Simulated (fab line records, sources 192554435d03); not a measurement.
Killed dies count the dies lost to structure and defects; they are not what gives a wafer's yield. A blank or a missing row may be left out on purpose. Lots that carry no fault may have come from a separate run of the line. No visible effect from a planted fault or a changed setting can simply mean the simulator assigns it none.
Struck lot and sound lot, side by side | flow n5Finfet | 35 steps out of a route of 1938
Sound: these wafers, L539.1, L539.3, L539.4. The struck wafers were L535.1, L535.4, L535.6. The cause is given at the end.
Order at every step that has rows: each side's tool, ch and its chambers, its first start. Under that, the readings that differ: sound wafers | struck wafers | difference of the means | sigmas: that difference in standard deviations of wafers without a fault.
alike: words and numbers the same on both sides, and readings whose means are apart by under 2 such deviations; not compared: readings that were withheld, readings missing a value for some wafer, numbers with overlapping values and no deviation given by the record, and bounds like >300 which may hide the same value.
A row with sigmas, a row that says differs or no value, or rows on one side alone: a step with any of these is where the two part. When numbers do not overlap yet have no deviation, they are printed without sigmas and do not part them. A reading that every wafer of one side lacks parts them only if that side has two wafers or more.

first, 9 steps without rows for these wafers: N5_PMOS_HMC_CHANNEL_EPI_EXPOSE_06 (exposes mask PMOS HMC BLK, target cd 240 nm); N5_PMOS_HMC_CHANNEL_EPI_PEB_07 (peb time 60 s); N5_PMOS_HMC_CHANNEL_EPI_DEVELOP_08 (develop time 30 s); N5_PMOS_HMC_CHANNEL_EPI_DESCUM_14 (chemistry O2, time 7.9 s); N5_PMOS_HMC_CHANNEL_EPI_ETCH_32 (etches BARC in N2/H2, stops on SiO2, target depth 85.8 nm, time 50.3 s); N5_PMOS_HMC_CHANNEL_EPI_HM_OPEN_15 (chemistry CHF3/O2, target SiO2, target depth 40.6 nm, time 20.3 s); N5_PMOS_HMC_CHANNEL_EPI_STRIP_33 (strips in N2/H2); N5_PMOS_HMC_CHANNEL_EPI_STRIP_17 (strips in SPM, time 750 s); N5_PMOS_HMC_CHANNEL_EPI_ETCH_38 (etches SiO2 in CF4, target depth 1.5 nm).
N5_PMOS_HMC_CHANNEL_EPI_FIN_RECESS_16: chemistry HBr/Cl2, target Si, target depth 54 nm, time 18 s.
  sound on rieSi-06 ch 1,2,3, day 6 23:59; struck on rieSi-05 ch 0,2, day 5 23:40
  no value came back on the struck wafers for any of 7 readings (HBr_flow_sccm (sccm), biasW (W) and others); on the sound wafers HBr_flow_sccm (sccm) reads 149.8 150.7 150.9
reading                                                 | sound             | struck            | difference | sigmas
model.SiO2_of_PMOS_HMC_CHANNEL_EPI_HM_DEP_34.thkNm (nm) | 30.17 29.73 30.76 | 33.15 33.52 33.38 | +3.13      | 
then, 1 step without rows for these wafers: N5_PMOS_HMC_CHANNEL_EPI_PRECLEAN_36 (cleans in O3/DIW, time 45 s).
N5_PMOS_HMC_CHANNEL_EPI_PRECLEAN_18: cleans in DHF, time 30 s.
  sound on wetBench-04 ch 3,6,7, day 7 00:07; struck on wetBench-03 ch 0,4,5, day 5 23:47
reading                                                 | sound             | struck            | difference | sigmas
model.SiO2_of_PMOS_HMC_CHANNEL_EPI_HM_DEP_34.thkNm (nm) | 24.63 24.22 25.19 | 27.62 27.97 27.85 | +3.13      | 
then, 22 steps without rows for these wafers: N5_PMOS_HMC_CHANNEL_EPI_SRD_19 (time 30 s); N5_PMOS_HMC_CHANNEL_EPI_EPI_20 (deposits SiGe30, target thk 59 nm); N5_PMOS_HMC_CHANNEL_EPI_HM_STRIP_35 (strips SiO2 in dHF, material SiO2, target depth 39.6 nm, time 216 s); N5_PMOS_HMC_CHANNEL_EPI_SRD_39 (time 30 s); N5_PMOS_HMC_CHANNEL_EPI_CMP_21 (polishes SiGe30, target thk 54 nm); N5_PMOS_HMC_CHANNEL_EPI_PRECLEAN_40 (cleans in DHF, time 30 s); N5_PMOS_HMC_CHANNEL_EPI_PRECLEAN_37 (cleans in O3/DIW, time 45 s); N5_PMOS_HMC_CHANNEL_EPI_PRECLEAN_24 (cleans in DHF, time 30 s); N5_PMOS_HMC_CHANNEL_EPI_SRD_25 (time 30 s); N5_PMOS_HMC_CHANNEL_EPI_EPI_26 (deposits Si from SiH4/H2, target thk 3.8 nm, time 22.7 s); N5_FIN_SAQP_PRECLEAN_42 (cleans in O3/DIW, time 60 s); N5_FIN_SAQP_PRECLEAN_00 (cleans in SC1, time 60 s); N5_FIN_SAQP_PRECLEAN_44 (cleans in SC2, time 45 s); N5_FIN_SAQP_SRD_01 (time 30 s); N5_FIN_SAQP_ALD_61 (deposits SiO2, target thk 4 nm, pulse time 1 s, purge time 2 s); N5_FIN_SAQP_DENSIFY_62 (time 60 s); N5_FIN_SAQP_HM_DEP_03 (deposits SiNx from SiH4/NH3/N2, target thk 38 nm, time 33.6 s); N5_FIN_SAQP_PECVD_47 (deposits a-Si from SiH4/He, target thk 45 nm, time 36.3 s); N5_FIN_SAQP_PECVD_48 (deposits SiNx from SiH4/NH3/N2, target thk 25 nm, time 22.1 s); N5_FIN_SAQP_PECVD_06 (deposits a-Si from SiH4/He, target thk 60 nm, time 48.1 s); N5_FIN_SAQP_HM_DEP_72 (deposits SiO2 from SiH4/N2O, target thk 12 nm, time 7.2 s); N5_FIN_SAQP_COAT_49 (time 60 s, resist thk 100 nm).
N5_FIN_SAQP_OVL_MEAS_17:
  sound on overlay-01 ch 0, day 7 04:05; struck on overlay-01 ch 0, day 6 04:07
reading           | sound          | struck | difference                    | sigmas
FIN_CORE_OVL (nm) | -0.1 -0.1 -0.5 | - - -  | no value on the struck wafers | 

## WHERE THEY PART
Earliest at N5_PMOS_HMC_CHANNEL_EPI_FIN_RECESS_16; latest, in this record, at N5_FIN_SAQP_OVL_MEAS_17.

WHY: whatever the simulator had introduced
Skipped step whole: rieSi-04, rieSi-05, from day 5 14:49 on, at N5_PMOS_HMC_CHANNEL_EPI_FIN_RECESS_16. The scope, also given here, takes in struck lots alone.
